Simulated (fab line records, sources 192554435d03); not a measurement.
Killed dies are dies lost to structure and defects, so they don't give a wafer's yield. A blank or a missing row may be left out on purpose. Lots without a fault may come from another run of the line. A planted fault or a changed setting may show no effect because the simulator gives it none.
Chamber matching | flow n5_finfet | N5_BEOL_M0_SAQP_PECVD_96 on pecvd-03: 3 sister chambers
The step deposits a-Si from SiH4/He, target thk 45 nm, time 45.2 s. 6 wafers are shown with their chamber, then 9 later ones without.

WAFERS WITH THEIR CHAMBER
wafer  | chamber | throttle_valve_pct (%) | showerhead_plenum_p_Torr (Torr)
L077.3 | 0       | 19.7                   | 5.59
L078.4 | 0       | 20.1                   | 5.60
L079.3 | 1       | 19.7                   | 5.64
L083.3 | 2       | 17.7                   | 5.59
L083.4 | 2       | 17.7                   | 5.58
L083.5 | 1       | 19.9                   | 5.64

WAFERS WITHOUT THEIR CHAMBER
wafer  | throttle_valve_pct (%) | showerhead_plenum_p_Torr (Torr)
L093.3 | 20.1                   | 5.59
L093.5 | 19.6                   | 5.61
L093.6 | 19.9                   | 5.59
L096.1 | 19.7                   | 5.64
L096.2 | 20.0                   | 5.61
L096.4 | 19.9                   | 5.63
L097.2 | 15.9                   | 5.59
L097.4 | 15.6                   | 5.57
L097.5 | 20.2                   | 5.61

WHICH CHAMBER EACH WENT THROUGH
wafer  | from the rows above | in truth
L093.3 | 0                   | 0
L093.5 | 0                   | 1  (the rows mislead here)
L093.6 | 0                   | 0
L096.1 | 1                   | 1
L096.2 | 0                   | 0
L096.4 | 1                   | 1
L097.2 | 2                   | 2
L097.4 | 2                   | 2
L097.5 | 0                   | 0
Placed correctly: 8 of 9. Can't be placed from these rows: 0. Placed wrongly: 1.
How it was worked out, from the rows above alone: a wafer's distance from a chamber is the root of the sum, over the readings, of the square of ((its reading less the chamber's mean) divided by the reading's scatter). The wafer belongs to the nearest chamber; if the next one is less than 2 further off, it can't be placed. A chamber's mean is the mean of its shown wafers. The scatter: the root of (the sum of the squares of (reading less its chamber's mean) over the shown wafers, divided by (wafers less chambers)).
